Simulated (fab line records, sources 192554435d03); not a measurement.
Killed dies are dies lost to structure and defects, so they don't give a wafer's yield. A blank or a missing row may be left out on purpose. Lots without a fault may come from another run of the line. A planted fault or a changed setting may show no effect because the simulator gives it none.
fab line records | flow n5_finfet
record lots=7 wafers=21 last_day=18
route steps=1938 shown BEOL_M1@839 BEOL_M2@841 PASSIVATION@1936
lots that met no fault: from a run of the same line without faults
start_h: hours from the record's first day to the start of the lot's first wafer shown | wait_h: hours since the lot's step before | " the same as in the row above | L1.1+2: a row that stands for several wafers | - no value, or no start given | * or withheld: withheld | < > ~ a bound
route shown NAME@n: a module of which the file shows steps, and the number in the route of the first | usual: mean/standard deviation of fault-free wafers | same: alike in all rows | chamber/n: place in a boat | sites: the reading at each site | _std_site: their standard deviation | _edge_site: outer sites' mean less inner sites' | radius_mm: how far each site lies from the wafer's centre | mask NAME#n: copy n | behind: the tool/chamber that last shaped the wafer | hold: why the lot was held/for how many hours/how that ended | device: the transistor (n, p or np) that didn't switch | end of line: the same wafers' tests at the end of the route | a step without rows: its recipe alone | killed: dies lost to structure and defects at the first sort, not the wafer's yield | map: a wafer's dies, x killed, . not, _ none there
set.NAME: the setting as run; set.NAME@STEP: as run at that earlier step | model.NAME: the simulator's own value behind a step, which no gauge read
lots at some steps of the route; a table a step, a row a wafer
services: from which hour (start_h, from the record's first day; less than 0 if before it) a tool's chamber was out of use, for how many hours, and why
## steps
# step N5_BEOL_M1_RS_MEAS_58
# recipe thk_meas_gauge=four-point-probe reads=Co_of_BEOL_M1_CO_CAP_55+Cu_of_BEOL_M1_ECD_50+Co_of_BEOL_M1_CVD_47+TaN_of_BEOL_M1_ALD_84
# usual M1_RS=0.662/0.028
# columns lot.wafer tool chamber start_h wait_h M1_RS[ohm/sq]
L145.3 film_metro-02 - 156.43 0.1 0.688
L145.5 " - " " 0.655
L145.6 " - " " 0.643
L147.1 film_metro-01 - 175.01 0.1 0.669
L147.3 " - " " 0.685
L147.5 " - " " 0.664
L148.3 film_metro-02 - 189.10 0.1 0.696
L148.4 " - " " 0.706
L148.5 " - " " 0.625
L150.1 film_metro-01 - 189.32 0.0 0.664
L150.2 " - " " 0.683
L150.4 " - " " 0.625
L153.1 film_metro-02 - 211.77 0.0 0.614
L153.2 " - " " 0.727
L153.5 " - " " 0.649
L157.4 film_metro-02 - 242.56 0.0 0.668
L157.5 " - " " 0.673
L157.6 " - " " 0.640
L163.2 film_metro-02 - 264.25 0.1 0.768
L163.3 " - " " 0.704
L163.4 " - " " 0.715
# step N5_BEOL_M1_INSPECT_59
# recipe inspect_instrument=darkfield mode=post_dep
# usual raw_defect_count=68/20
# columns lot.wafer tool chamber start_h wait_h raw_defect_count
L145.3 defect_inspect-02 - 156.45 0.0 79
L145.5 " - " " 64
L145.6 " - " " 58
L147.1 defect_inspect-02 - 175.04 0.0 71
L147.3 " - " " 44
L147.5 " - " " 73
L148.3 defect_inspect-02 - 189.13 0.0 60
L148.4 " - " " 88
L148.5 " - " " 61
L150.1 defect_inspect-01 - 189.35 0.0 75
L150.2 " - " " 55
L150.4 " - " " 59
L153.1 defect_inspect-02 - 211.79 0.0 69
L153.2 " - " " 53
L153.5 " - " " 43
L157.4 defect_inspect-02 - 242.59 0.0 43
L157.5 " - " " 52
L157.6 " - " " 60
L163.2 defect_inspect-01 - 264.27 0.0 61
L163.3 " - " " 101
L163.4 " - " " 70
# step N5_BEOL_M2_ILD_DEP_00
# recipe material=SiOC target_thk_a=790 temp_c=350 precursor=DEMS/O2 pressure_torr=5 rf_w=500 time_s=15.3
# usual heater_power_w=512/83 showerhead_plenum_p_Torr=5.695/0.017 throttle_valve_pct=11.8/0.46
# columns lot.wafer tool chamber start_h wait_h heater_power_w showerhead_plenum_p_Torr throttle_valve_pct
L145.3 pecvd-02 1 156.49 0.0 654 5.701 11.9
L145.5 " 2 " " 515 5.690 11.6
L145.6 " 1 " " 650 5.719 12.0
L147.1 pecvd-02 0 175.07 0.0 361 5.682 11.2
L147.3 " 1 " " 690 5.702 12.0
L147.5 " 1 " " 673 5.701 12.2
L148.3 pecvd-02 1 189.16 0.0 616 5.711 12.0
L148.4 " 0 " " 434 5.695 11.2
L148.5 " 1 " " 618 5.701 12.0
L150.1 pecvd-01 1 189.39 0.0 368 5.684 11.2
L150.2 " 2 " " 535 5.720 12.5
L150.4 " 0 " " 544 5.725 11.9
L153.1 pecvd-03 0 211.83 0.0 589 5.714 11.7
L153.2 " 2 " " 468 5.686 11.3
L153.5 " 0 " " 590 5.709 11.8
L157.4 pecvd-01 1 242.64 0.1 407 5.703 11.5
L157.5 " 0 " " 503 5.694 11.7
L157.6 " 2 " " 572 5.687 10.9
L163.2 pecvd-03 2 264.31 0.0 480 5.672 11.4
L163.3 " 2 " " 466 5.671 11.6
L163.4 " 0 " " 532 5.703 11.9
# step N5_BEOL_M2_THK_MEAS_01
# recipe reads=SiOC_of_BEOL_M2_ILD_DEP_00
# usual M2_ILD_THK=78.9/1.1
# columns lot.wafer tool chamber start_h wait_h M2_ILD_THK[nm]
L145.3 film_metro-02 - 156.56 0.1 79.1
L145.5 " - " " 80.5
L145.6 " - " " 79.3
L147.1 film_metro-02 - 175.14 0.0 77.9
L147.3 " - " " 77.7
L147.5 " - " " 79.5
L148.3 film_metro-01 - 189.23 0.1 78.5
L148.4 " - " " 79.1
L148.5 " - " " 80.7
L150.1 film_metro-01 - 189.45 0.0 77.5
L150.2 " - " " 76.8
L150.4 " - " " 77.5
L153.1 film_metro-02 - 211.90 0.0 77.6
L153.2 " - " " 77.8
L153.5 " - " " 79.3
L157.4 film_metro-02 - 242.69 0.0 79.3
L157.5 " - " " 77.8
L157.6 " - " " 79.8
L163.2 film_metro-01 - 264.39 0.1 77.5
L163.3 " - " " 78.9
L163.4 " - " " 79.1
# step N5_BEOL_M2_PECVD_72
# recipe material=SiO2 target_thk_a=160 temp_c=400 precursor=TEOS/O2 pressure_torr=5.5 rf_w=450 teos_flow_sccm=53.8 gas=O2 flow_sccm=3000 time_s=18
# step N5_BEOL_M2_HM_DEP_02
# recipe material=TiN target_thk_a=200 temp_c=25 chamber_pressure_pa=0.49996
# usual throttle_valve_pct=30.1/1
# columns lot.wafer tool chamber start_h wait_h throttle_valve_pct
L145.3 pvd_sputter-01 - 158.38 1.8 29.9
L145.5 " - " " 29.9
L145.6 " - " " 30.1
L147.1 pvd_sputter-01 - 175.70 0.5 30.2
L147.3 " - " " 29.5
L147.5 " - " " 30.2
L148.3 pvd_sputter-01 - 190.72 1.4 29.6
L148.4 " - " " 30.1
L148.5 " - " " 30.2
L150.1 pvd_sputter-01 - 190.82 1.3 31.7
L150.2 " - " " 30.1
L150.4 " - " " 29.7
L153.1 pvd_sputter-02 - 213.94 2.0 32.1
L153.2 " - " " 29.8
L153.5 " - " " 28.1
L157.4 pvd_sputter-03 - 242.80 0.0 30.0
L157.5 " - " " 31.4
L157.6 " - " " 29.9
L163.2 pvd_sputter-03 - 265.91 1.5 30.0
L163.3 " - " " 31.4
L163.4 " - " " 28.9
# step N5_BEOL_M2_COAT_61
# recipe resist=SOC temp_c=250 time_s=60 spin_rpm=1500 resist_thk_nm=60
# step N5_BEOL_M2_COAT_62
# recipe resist=SiARC temp_c=220 time_s=60 spin_rpm=1500 resist_thk_nm=12
# step N5_BEOL_M2_COAT_73
# recipe resist=underlayer temp_c=205 time_s=60 spin_rpm=1500 resist_thk_nm=5
# step N5_BEOL_M2_COAT_05
# recipe resist=CAR-EUV spin_rpm=1500 resist_thk_nm=30
# step N5_BEOL_M2_EBR_07
# recipe solvent=PGMEA ebr_width_mm=1.5
# step N5_BEOL_M2_SOFTBAKE_06
# recipe temp_c=110 time_s=60 resist=CAR-EUV
# step N5_BEOL_M2_EXPOSE_08
# recipe mask_id=M2 na=0.33 source_shape=dipole sigma_inner=0.369 sigma_outer=0.767 polarization=unpolarized dose_mj=41.25
# usual exposure_dose_mJ_cm2=41.6/0.34 reticle_temp_C=22.99/0.12
# same sigma_outer=0.767
# columns lot.wafer tool chamber start_h wait_h mask exposure_dose_mJ_cm2 reticle_temp_C
L145.3 euv_scanner-02 0 158.78 - M2#0 41.9 22.74
L145.5 " 0 " " M2#0 41.9 22.81
L145.6 " 0 " " M2#0 41.9 22.73
L147.1 euv_scanner-01 0 176.11 - M2#0 41.2 22.91
L147.3 " 0 " " M2#0 41.2 22.92
L147.5 " 0 " " M2#0 41.2 22.98
L148.3 euv_scanner-01 0 191.12 - M2#0 38.9 23.16
L148.4 " 0 " " M2#0 39.0 23.08
L148.5 " 0 " " M2#0 38.9 23.06
L150.1 euv_scanner-01 0 191.15 - M2#0 39.0 22.91
L150.2 " 0 " " M2#0 38.9 22.97
L150.4 " 0 " " M2#0 39.0 22.95
L153.1 euv_scanner-01 0 214.33 - M2#0 39.7 22.90
L153.2 " 0 " " M2#0 39.7 22.98
L153.5 " 0 " " M2#0 39.7 23.12
L157.4 euv_scanner-02 0 243.09 - M2#0 41.8 23.19
L157.5 " 0 " " M2#0 41.8 23.06
L157.6 " 0 " " M2#0 41.8 23.16
L163.2 euv_scanner-02 0 266.30 - M2#0 41.8 22.91
L163.3 " 0 " " M2#0 41.8 23.12
L163.4 " 0 " " M2#0 41.8 23.04
# step N5_BEOL_M2_PEB_09
# recipe peb_temp_c=100 peb_time_s=60 resist=CAR-EUV
# step N5_BEOL_M2_DEVELOP_10
# recipe develop_time_s=30 developer=TMAH resist=CAR-EUV rinse_liquid=surfactant_rinse dry=air_spin dev_temp_c=23
# step N5_BEOL_M2_CD_MEAS_11
# recipe target_cd_nm=16.79 landing_energy_ev=500 detector=se_inlens polarity=opening
# usual cd_nm=16.80/0.22
# columns lot.wafer tool chamber start_h wait_h cd_nm
L145.3 cd_sem-01 0 158.90 - 16.75
L145.5 " 0 " " 16.71
L145.6 " 0 " " 16.92
L147.1 cd_sem-03 0 176.25 - 16.86
L147.3 " 0 " " 16.70
L147.5 " 0 " " 16.91
L148.3 cd_sem-01 0 191.24 - 16.04
L148.4 " 0 " " 15.77
L148.5 " 0 " " 15.72
L150.1 cd_sem-03 0 191.28 - 15.44
L150.2 " 0 " " 15.47
L150.4 " 0 " " 15.64
L153.1 cd_sem-01 0 214.46 - 16.49
L153.2 " 0 " " 15.98
L153.5 " 0 " " 16.10
L157.4 cd_sem-01 0 243.20 - 16.74
L157.5 " 0 " " 16.49
L157.6 " 0 " " 16.86
L163.2 cd_sem-01 0 266.43 - 16.48
L163.3 " 0 " " 16.68
L163.4 " 0 " " 16.53
# step N5_BEOL_M2_OVL_MEAS_12
# recipe points_per_wafer=522
# usual M2_OVL=-0.1/0.77
# columns lot.wafer tool chamber start_h wait_h M2_OVL[nm]
L145.3 overlay-02 0 158.94 0.0 -0.6
L145.5 " 0 " " -1.3
L145.6 " 0 " " -1.1
L147.1 overlay-02 0 176.28 0.0 -1.3
L147.3 " 0 " " -1.0
L147.5 " 0 " " -1.1
L148.3 overlay-01 0 191.28 0.0 0.5
L148.4 " 0 " " -0.5
L148.5 " 0 " " -0.1
L150.1 overlay-02 0 191.31 0.0 -2.6
L150.2 " 0 " " -0.3
L150.4 " 0 " " 0.8
L153.1 overlay-02 0 214.49 0.0 -2.2
L153.2 " 0 " " 0.2
L153.5 " 0 " " -1.1
L157.4 overlay-01 0 243.24 0.0 -0.2
L157.5 " 0 " " 0.5
L157.6 " 0 " " -0.7
L163.2 overlay-01 0 266.46 0.0 0.9
L163.3 " 0 " " 0.3
L163.4 " 0 " " 0.1
# step N5_BEOL_M2_INSPECT_13
# recipe mode=adi inspect_instrument=brightfield
# usual raw_defect_count=395/78
# columns lot.wafer tool chamber start_h wait_h raw_defect_count
L145.3 defect_inspect-01 - 158.99 0.0 500
L145.5 " - " " 471
L145.6 " - " " 398
L147.1 defect_inspect-01 - 176.34 0.1 357
L147.3 " - " " 365
L147.5 " - " " 509
L148.3 defect_inspect-01 - 191.33 0.0 437
L148.4 " - " " 503
L148.5 " - " " 400
L150.1 defect_inspect-02 - 191.37 0.1 470
L150.2 " - " " 401
L150.4 " - " " 285
L153.1 defect_inspect-02 - 214.55 0.1 385
L153.2 " - " " 348
L153.5 " - " " 274
L157.4 defect_inspect-01 - 243.29 0.0 461
L157.5 " - " " 443
L157.6 " - " " 487
L163.2 defect_inspect-01 - 266.51 0.0 299
L163.3 " - " " 397
L163.4 " - " " 459
# step N5_BEOL_M2_DESCUM_16
# recipe chemistry=O2 time_s=7 source_power_w=50 bias_power_w=20 pressure_mtorr=20 rf_frequency_hz=2.712e+07 temp_c=40 resist=CAR-EUV o2_flow_sccm=225
# usual drypump_motor_current_A=5.8/0.57 oes_product_au=0.75/0.057 rf_vpp_V=242.9/1.4 showerhead_plenum_p_Torr=2.07/0.062 throttle_valve_pct=20.5/0.3
# columns lot.wafer tool chamber start_h wait_h drypump_motor_current_A oes_product_au rf_hours_counter_h rf_vpp_V showerhead_plenum_p_Torr throttle_valve_pct
L145.3 rie_diel-02 1 159.26 0.3 6.7 0.83 71 245.3 2.20 20.0
L145.5 " 1 " " 6.7 0.83 - 244.4 2.20 20.0
L145.6 " 0 " " 5.7 0.79 - 243.6 2.10 20.5
L147.1 rie_diel-02 2 176.38 0.0 6.1 0.78 110 242.7 2.10 20.4
L147.3 " 1 " " 6.7 0.83 78 244.6 2.20 20.1
L147.5 " 3 " " 5.7 0.72 - 243.4 2.09 20.7
L148.3 rie_diel-02 2 191.50 0.2 6.1 0.78 115 243.3 2.10 20.4
L148.4 " 0 " " 5.7 0.79 152 243.6 2.09 20.5
L148.5 " 0 " " 5.7 0.78 - 244.7 2.09 20.5
L150.1 rie_diel-06 1 191.61 0.2 5.5 0.70 195 240.3 1.99 20.9
L150.2 " 2 " " 4.9 0.68 217 242.3 2.15 20.8
L150.4 " 3 " " 5.0 0.72 184 239.6 2.01 20.1
L153.1 rie_diel-06 3 214.93 0.4 5.0 0.72 190 241.8 2.01 20.1
L153.2 " 1 " " 5.5 0.70 201 241.4 1.99 20.9
L153.5 " 1 " " 5.5 0.69 - 242.5 1.99 20.9
L157.4 rie_diel-05 0 243.32 0.0 6.4 0.79 119 242.6 2.09 20.3
L157.5 " 1 " " 6.7 0.75 - 243.2 2.10 20.1
L157.6 " 2 " " 6.3 0.70 - 243.6 2.07 20.8
L163.2 rie_diel-06 0 266.55 0.0 5.8 0.68 243 240.3 1.96 20.6
L163.3 " 1 " " 5.4 0.68 218 241.1 1.99 21.0
L163.4 " 3 " " 5.0 0.71 204 240.8 2.00 20.1
# step N5_BEOL_M2_ETCH_74
# recipe chemistry=N2/H2 target=underlayer target_depth_a=65 mask_material=CAR-EUV time_s=5.2 ion_energy_ev=200 pressure_mtorr=30 source_w=840 bias_w=150 n2_flow_sccm=200 h2_flow_sccm=200 ends=cleared
# usual drypump_motor_current_A=5.8/0.57 etch_rf_on_time_s=5.27/0.15 oes_product_au=0.63/0.049 rf_vpp_V=523.2/2.7 showerhead_plenum_p_Torr=2.52/0.077 throttle_valve_pct=17.9/0.32
# columns lot.wafer tool chamber start_h wait_h drypump_motor_current_A etch_rf_on_time_s oes_product_au rf_hours_counter_h rf_vpp_V showerhead_plenum_p_Torr throttle_valve_pct model.BEOL_M2.cd_offset_nm
L145.3 rie_diel-02 1 159.29 0.0 6.8 5.17 0.70 71 527.3 2.67 17.4 0.2
L145.5 " 1 " " 6.7 5.23 0.69 - 525.4 2.67 17.3 0.2
L145.6 " 0 " " 5.7 5.10 0.68 - 526.5 2.53 17.8 0.2
L147.1 rie_diel-02 2 176.41 0.0 6.1 5.40 0.65 110 524.8 2.57 17.9 0.2
L147.3 " 1 " " 6.7 5.31 0.70 78 529.3 2.67 17.3 0
L147.5 " 3 " " 5.7 5.12 0.61 - 523.3 2.50 17.9 0.4
L148.3 rie_diel-02 2 191.54 0.0 6.1 5.34 0.65 115 523.1 2.56 17.9 -1
L148.4 " 0 " " 5.7 5.16 0.67 152 526.7 2.53 17.8 -1
L148.5 " 0 " " 5.7 5.12 0.67 - 523.7 2.53 17.8 -1
L150.1 rie_diel-06 1 191.64 0.0 5.5 5.21 0.60 195 522.9 2.42 18.3 -1.2
L150.2 " 2 " " 4.9 5.43 0.57 217 525.8 2.62 18.3 -1.2
L150.4 " 3 " " 5.0 5.29 0.61 184 519.5 2.44 17.5 -1
L153.1 rie_diel-06 3 214.97 0.0 5.0 5.33 0.61 190 519.1 2.43 17.5 -0.6
L153.2 " 1 " " 5.5 5.25 0.60 201 518.7 2.41 18.3 -0.6
L153.5 " 1 " " 5.5 5.28 0.59 - 521.2 2.42 18.3 -0.4
L157.4 rie_diel-05 0 243.35 0.0 6.5 4.96 0.70 119 523.4 2.55 17.8 0
L157.5 " 1 " " 6.6 5.28 0.64 - 522.9 2.54 17.5 -0.2
L157.6 " 2 " " 6.3 5.32 0.59 - 522.6 2.53 18.4 -0.2
L163.2 rie_diel-06 0 266.58 0.0 5.8 5.34 0.58 243 523.9 2.39 18.2 0
L163.3 " 1 " " 5.5 5.26 0.59 218 518.9 2.41 18.3 -0.2
L163.4 " 3 " " 5.0 5.38 0.60 204 518.7 2.43 17.6 -0.2
# step N5_BEOL_M2_ETCH_63
# recipe chemistry=CF4 target=SiARC target_depth_a=156 mask_material=CAR-EUV time_s=26 ion_energy_ev=80 pressure_mtorr=40 source_w=545 bias_w=36 Ar_flow_sccm=100 cf4_flow_sccm=100 ends=cleared
# step N5_BEOL_M2_ETCH_64
# recipe chemistry=N2/H2 target=SOC target_depth_a=750 overetch_a=225 mask_material=SiARC temp_c=40 time_s=121.9 ion_energy_ev=200 pressure_mtorr=30 source_w=840 bias_w=150 n2_flow_sccm=200 h2_flow_sccm=200
# usual drypump_motor_current_A=5.8/0.57 oes_product_au=0.57/0.039 rf_vpp_V=523.1/2.4 showerhead_plenum_p_Torr=2.52/0.077 throttle_valve_pct=17.9/0.32
# columns lot.wafer tool chamber start_h wait_h drypump_motor_current_A oes_product_au rf_hours_counter_h rf_vpp_V showerhead_plenum_p_Torr throttle_valve_pct
L145.3 rie_diel-02 1 159.34 0.0 6.7 0.64 71 527.1 2.67 17.3
L145.5 " 1 " " 6.7 0.63 - 527.4 2.67 17.3
L145.6 " 0 " " 5.7 0.60 - 525.2 2.53 17.7
L147.1 rie_diel-02 2 176.46 0.0 6.1 0.60 110 524.0 2.57 17.8
L147.3 " 1 " " 6.7 0.63 78 525.5 2.67 17.3
L147.5 " 3 " " 5.7 0.55 - 524.1 2.50 17.9
L148.3 rie_diel-02 2 191.58 0.0 6.1 0.59 115 523.9 2.56 17.8
L148.4 " 0 " " 5.7 0.59 152 525.7 2.53 17.7
L148.5 " 0 " " 5.7 0.59 - 524.9 2.53 17.7
L150.1 rie_diel-06 1 191.69 0.0 5.5 0.54 195 520.3 2.42 18.3
L150.2 " 2 " " 4.9 0.53 217 525.5 2.62 18.3
L150.4 " 3 " " 5.0 0.54 184 521.8 2.44 17.5
L153.1 rie_diel-06 3 215.01 0.0 5.0 0.54 190 521.2 2.43 17.5
L153.2 " 1 " " 5.5 0.53 201 520.5 2.41 18.3
L153.5 " 1 " " 5.5 0.54 - 520.2 2.42 18.3
L157.4 rie_diel-05 0 243.40 0.0 6.4 0.60 119 525.0 2.55 17.8
L157.5 " 1 " " 6.6 0.58 - 522.8 2.54 17.4
L157.6 " 2 " " 6.3 0.54 - 522.2 2.53 18.3
L163.2 rie_diel-06 0 266.63 0.0 5.8 0.52 244 520.4 2.39 18.2
L163.3 " 1 " " 5.5 0.53 218 519.1 2.41 18.3
L163.4 " 3 " " 5.0 0.54 204 520.1 2.43 17.5
# step N5_BEOL_M2_STRIP_65
# recipe chemistry=N2/H2 temp_c=40 n2_flow_sccm=200 h2_flow_sccm=200 rf_frequency_hz=6e+07
# step N5_BEOL_M2_STRIP_75
# recipe chemistry=N2/H2 temp_c=40 n2_flow_sccm=200 h2_flow_sccm=200 rf_frequency_hz=6e+07
# step N5_BEOL_M2_STRIP_66
# recipe chemistry=CF4 resist=SiARC power_w=300 bias_power_w=75 pressure_mtorr=50 cf4_flow_sccm=150 rf_frequency_hz=6e+07
# step N5_BEOL_M2_HM_OPEN_17
# recipe chemistry=Cl2/BCl3 target_depth_a=200 overetch_a=60 target=TiN mask_material=SOC ion_energy_ev=150 pressure_mtorr=10 icp_w=1000 bias_w=126 Cl2_flow_sccm=53.25 bcl3_flow_sccm=21.75 Ar_flow_sccm=25
# usual drypump_motor_current_A=5.8/0.52 oes_product_au=0.66/0.084 throttle_valve_pct=22.13/0.14
# columns lot.wafer tool chamber start_h wait_h drypump_motor_current_A oes_product_au rf_hours_counter_h throttle_valve_pct model.BEOL_M2.cd_offset_nm
L145.3 rie_metal-02 0 159.55 0.1 5.3 0.54 - 22.25 0.4
L145.5 " 0 " " 5.3 0.55 - 22.25 0.4
L145.6 " 1 " " 6.1 0.61 - 22.30 0.4
L147.1 rie_metal-01 1 176.63 0.0 5.8 0.77 6 21.93 0.4
L147.3 " 0 " " 4.6 0.80 - 21.95 0.4
L147.5 " 1 " " 5.9 0.78 - 21.92 0.4
L148.3 rie_metal-03 1 191.79 0.1 5.7 0.65 - 22.03 -1.2
L148.4 " 0 " " 6.5 0.73 - 22.07 -1
L148.5 " 1 " " 5.7 0.64 - 22.03 -1.2
L150.1 rie_metal-01 0 191.86 0.0 4.6 0.78 9 21.95 -1.4
L150.2 " 1 " " 5.9 0.77 7 21.91 -1.6
L150.4 " 1 " " 5.9 0.77 - 21.90 -1
L153.1 rie_metal-03 0 215.19 0.0 6.4 0.74 18 22.07 -0.6
L153.2 " 1 " " 5.7 0.65 45 22.04 -1
L153.5 " 0 " " 6.4 0.73 - 22.06 -0.8
L157.4 rie_metal-03 1 243.60 0.1 5.7 0.63 - 22.05 0
L157.5 " 1 " " 5.7 0.63 - 22.06 -0.2
L157.6 " 0 " " 6.4 0.71 - 22.10 -0.4
L163.2 rie_metal-02 1 266.83 0.1 6.1 0.60 - 22.30 0.4
L163.3 " 1 " " 6.1 0.60 - 22.31 -0.6
L163.4 " 1 " " 6.1 0.60 - 22.30 0
# step N5_BEOL_M2_STRIP_19
# recipe chemistry=O2 power_w=400 temp_c=40 pressure_mtorr=30 rf_frequency_hz=6e+07 bias_power_w=0 overash_fraction=0.2 o2_flow_sccm=225
# usual drypump_motor_current_A=5.8/0.57 oes_product_au=0.75/0.059 rf_vpp_V=3.7/0.43 showerhead_plenum_p_Torr=2.07/0.062 throttle_valve_pct=16.75/0.28
# columns lot.wafer tool chamber start_h wait_h drypump_motor_current_A oes_product_au rf_hours_counter_h rf_vpp_V showerhead_plenum_p_Torr throttle_valve_pct
L145.3 rie_diel-06 1 160.34 0.7 5.5 0.71 184 3.4 2.00 17.09
L145.5 " 0 " " 5.8 0.70 - 3.8 1.97 16.89
L145.6 " 1 " " 5.5 0.70 - 3.3 2.00 17.10
L147.1 rie_diel-06 0 176.74 0.1 5.8 0.69 215 4.2 1.97 16.91
L147.3 " 3 " " 5.0 0.72 179 3.6 2.02 16.41
L147.5 " 3 " " 5.0 0.73 - 3.9 2.02 16.41
L148.3 rie_diel-06 0 191.87 0.1 5.7 0.69 220 3.3 1.97 16.89
L148.4 " 3 " " 5.0 0.73 184 4.0 2.02 16.41
L148.5 " 3 " " 5.0 0.73 - 3.7 2.02 16.41
L150.1 rie_diel-05 3 191.98 0.1 5.5 0.85 53 4.0 2.04 16.52
L150.2 " 0 " " 6.4 0.81 101 3.7 2.10 16.55
L150.4 " 2 " " 6.3 0.71 201 4.0 2.08 16.98
L153.1 rie_diel-02 1 215.30 0.1 6.7 0.82 91 3.7 2.20 16.35
L153.2 " 0 " " 5.7 0.77 159 3.6 2.09 16.76
L153.5 " 0 " " 5.7 0.77 - 3.3 2.09 16.77
L157.4 rie_diel-06 2 243.73 0.1 4.9 0.67 230 3.0 2.15 17.10
L157.5 " 0 " " 5.8 0.68 - 3.2 1.96 16.95
L157.6 " 1 " " 5.5 0.69 - 4.2 1.99 17.15
L163.2 rie_diel-05 0 267.12 0.3 6.4 0.79 126 3.7 2.09 16.61
L163.3 " 3 " " 5.4 0.83 75 4.1 2.04 16.55
L163.4 " 1 " " 6.7 0.74 143 4.1 2.11 16.39
# step N5_PASSIVATION_PROBE_49
# usual defect_limited_yield=91.4/1.5 killed_at_M0_to_M3=33/11 killed_at_M4_up=14/5.3 killed_at_contacts=13/6.2 killed_at_front_end=39/13 killed_at_other=3.1/2.8 killed_dies=102/17 killed_open=68/13 killed_short=32/7.8 sort_bin_5_function=5.1/0.95 sort_bin_6_memory=3.2/0.7 sort_bin_8_speed=0.02/0.16 sort_n_pass=1078/18 sort_yield_pct=91.3/1.5
# same gross_dies=1180 killed_at_back_side=0 sort_bin_4_leakage[%]=0
# columns lot.wafer tool chamber start_h wait_h defect_limited_yield[%] killed_at_M0_to_M3 killed_at_M4_up killed_at_contacts killed_at_front_end killed_at_other killed_dies killed_open killed_short sort_bin_5_function[%] sort_bin_6_memory[%] sort_bin_8_speed[%] sort_n_pass sort_yield_pct[%]
L147.1 prober-01 - 319.35 0.0 90.8 31 19 9 49 1 109 68 41 5.7 3.4 0 1071 90.8
L147.3 prober-01 - 319.45 0.1 91.3 32 7 2 60 2 103 59 43 5.3 3.2 0 1077 91.3
L147.5 prober-01 - 319.55 0.2 90.2 48 9 8 51 0 116 79 37 7.2 2.4 0 1064 90.2
# killed by level:class
L147.1 FIN_SAQP:geometric_particle:short=14 FIN_SAQP:geometric_particle:open=11 BEOL_M4:geometric_particle:open=11 MOL_CONTACT_COAG:geometric_particle:open=8 BEOL_M0_SAQP:geometric_particle:open=8 BEOL_M1:geometric_particle:open=8 BEOL_M1:geometric_particle:short=7 STI_FIN_REVEAL:geometric_particle:open=6
L147.3 FIN_SAQP:geometric_particle:short=18 FIN_SAQP:geometric_particle:open=17 BEOL_M0_SAQP:geometric_particle:short=12 STI_FIN_REVEAL:geometric_particle:open=11 BEOL_M0_SAQP:geometric_particle:open=9 GATE_CUT:geometric_particle:short=7 BEOL_M1:geometric_particle:open=4 BEOL_M4:geometric_particle:open=3
L147.5 FIN_SAQP:geometric_particle:short=12 BEOL_M0_SAQP:geometric_particle:open=12 FIN_SAQP:geometric_particle:open=11 BEOL_M0_SAQP:geometric_particle:short=9 BEOL_M1:geometric_particle:open=9 MOL_CONTACT_COAG:geometric_particle:open=8 GATE_CUT:geometric_particle:short=7 STI_FIN_REVEAL:geometric_particle:open=7
## services
# columns tool chamber start_h hours kind
euv_scanner-02 - 134.38 1.0 pm
rie_diel-06 0 138.95 18.3 repair
euv_scanner-01 - 141.66 1.0 pm
rie_diel-05 - 146.10 14.6 pm
rie_diel-05 0 161.45 14.5 repair
euv_scanner-02 - 174.16 1.3 repair
rie_diel-05 2 176.47 4.3 repair
euv_scanner-02 - 190.53 1.0 pm
pecvd-01 - 190.66 14.6 pm
euv_scanner-02 - 191.78 0.7 repair
euv_scanner-01 - 197.81 1.0 pm
euv_scanner-01 - 199.14 5.8 pm
euv_scanner-02 - 205.96 2.1 repair
rie_diel-02 - 212.23 1.0 repair
rie_diel-06 - 227.77 0.4 repair
rie_diel-05 3 229.94 6.9 repair
rie_diel-05 2 235.44 7.4 repair
euv_scanner-01 - 238.58 12.0 pm
euv_scanner-02 - 244.11 1.1 repair
euv_scanner-02 - 250.58 1.0 pm
euv_scanner-01 - 253.11 4.6 pm
euv_scanner-02 - 257.71 4.6 pm
rie_diel-05 - 260.09 1.4 repair
euv_scanner-01 - 262.31 1.0 pm
## key
first_sign step=N5_BEOL_M2_EXPOSE_08 reading=exposure_dose_mJ_cm2 direction=down sigmas=7 usual=41.6 struck=39.2
effect step=N5_BEOL_M2_CD_MEAS_11 reading=cd_nm direction=down sigmas=4.3 usual=16.80 struck=15.85 through=control_loop
model_effect step=N5_BEOL_M2_ETCH_74 value=BEOL_M2.cd_offset_nm without=0.04444 struck=-0.8889
model_effect step=N5_BEOL_M2_HM_OPEN_17 value=BEOL_M2.cd_offset_nm without=-0.1778 struck=-1.089
met_at N5_BEOL_M2_EXPOSE_08
struck_wafers L148.3,L148.4,L148.5,L150.1,L150.2,L150.4,L153.1,L153.2,L153.5
rows_end L148.3,L148.4,L148.5,L150.1,L150.2,L150.4,L153.1,L153.2,L153.5
loop_trim step=N5_BEOL_M2_EXPOSE_08 setting=dose lots=L153
fault kind=process_parameter_drift tool=euv_scanner-01 chamber=- onset_h=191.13 steps=N5_BEOL_M2_EXPOSE_08 channel=dose_mj offset=-2.1598 shape=step acts_in=these_recipes_only stated=41.25
# rows_end: these wafers met a further fault down the route, and their rows from its step on are left out
# loop_trim: a control loop set the setting to another value than it would have without faults
